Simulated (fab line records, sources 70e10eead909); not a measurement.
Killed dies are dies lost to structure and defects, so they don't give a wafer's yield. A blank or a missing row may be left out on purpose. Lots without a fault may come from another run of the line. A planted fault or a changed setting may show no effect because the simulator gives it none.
Problem report in the 8D (eight disciplines) form, filled by code | flow nand_harc | the parts of the form that need people (team, actions taken, sign-off) are left out

1. THE PROBLEM
killed_dies at NHARC_END_SORT_01 reads a mean of 120 on 6 wafers of 2 lots; wafers without a fault read 30 with a standard deviation of 11. That is +8.1 standard deviations from the usual mean.
First seen on wafer L283.1, day 20 04:55, on prober-02. The record holds 6 wafers of 2 lots with a number at this step. Rule for "out", or "out of limits": more than 4 standard deviations from the usual mean. The other wafers with a number count as sound.

2. WHAT IT IS AND WHAT IT IS NOT
question                    | is                           | is not
which readings at this step | killed_dies, killed_at_array | killed_at_other, killed_at_periphery, killed_open, killed_short
which lots                  | L283, L286                   | -
which wafers of those lots  | all that have a number       | -
read on which gauges        | prober-01, prober-02         | -
when                        | from day 20 04:55            | up to then (0 sound wafers)

3. SUSPECTS, AND WHAT RULES EACH OUT
Counting: a tool at a process step up to the reading stays a suspect if it ran every lot that is out and no sound lot after the first of them.
- the gauge at NHARC_END_SORT_01: ruled out. The wafers that are out were read on 2 gauges (prober-01, prober-02).
- pecvd_onon-02 at NHARC_A_ONON_D1_DEP_19 (target thk 1000 nm): kept. It ran every lot that is out, first L283 (day 9 02:53), and no sound lot after that.
- rie_diel-10 at NHARC_A_BONDPAD_STRIP_15 (strips in O2): kept. It ran every lot that is out, first L283 (day 18 18:59), and no sound lot after that.
Left after counting: pecvd_onon-02 at NHARC_A_ONON_D1_DEP_19, rie_diel-10 at NHARC_A_BONDPAD_STRIP_15.

4. THE CAUSE (what the simulator had put in)
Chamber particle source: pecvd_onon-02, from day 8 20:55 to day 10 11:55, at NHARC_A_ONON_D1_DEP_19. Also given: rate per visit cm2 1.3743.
Counting left 2 suspects, and this tool is among them.

5. THE CHAIN OF EFFECTS, in route order
Each row: a reading whose mean over the struck wafers that have a number lies more than 3 standard deviations from the usual. Only readings for which the record gives a usual standard deviation are gone through. hours: the time from each lot's start at the first step in this table that gives one to its start at this step, as a median over the lots. sigmas: the change in usual standard deviations.
hours | step              | reading         | usual | on struck wafers | change | sigmas
0     | NHARC_END_SORT_01 | killed_at_array | 27    | 116              | +90    | +8.1
0     | NHARC_END_SORT_01 | killed_dies     | 30    | 120              | +90    | +8.1

6. WHAT WOULD HAVE CAUGHT IT SOONER
In this record the first reading out of limits at a measuring or inspecting step was taken at day 20 04:55, 272 hours after the fault began at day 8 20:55.
Of the tool readings at NHARC_A_ONON_D1_DEP_19 for which the record gives a usual standard deviation, none was out on any struck wafer, so an alarm limit of 4 standard deviations on them would not have fired.
All the lots that are out (2) had begun NHARC_A_ONON_D1_DEP_19 on pecvd_onon-02 by day 20 04:55. A hold on the tool at that time would have spared none of them.
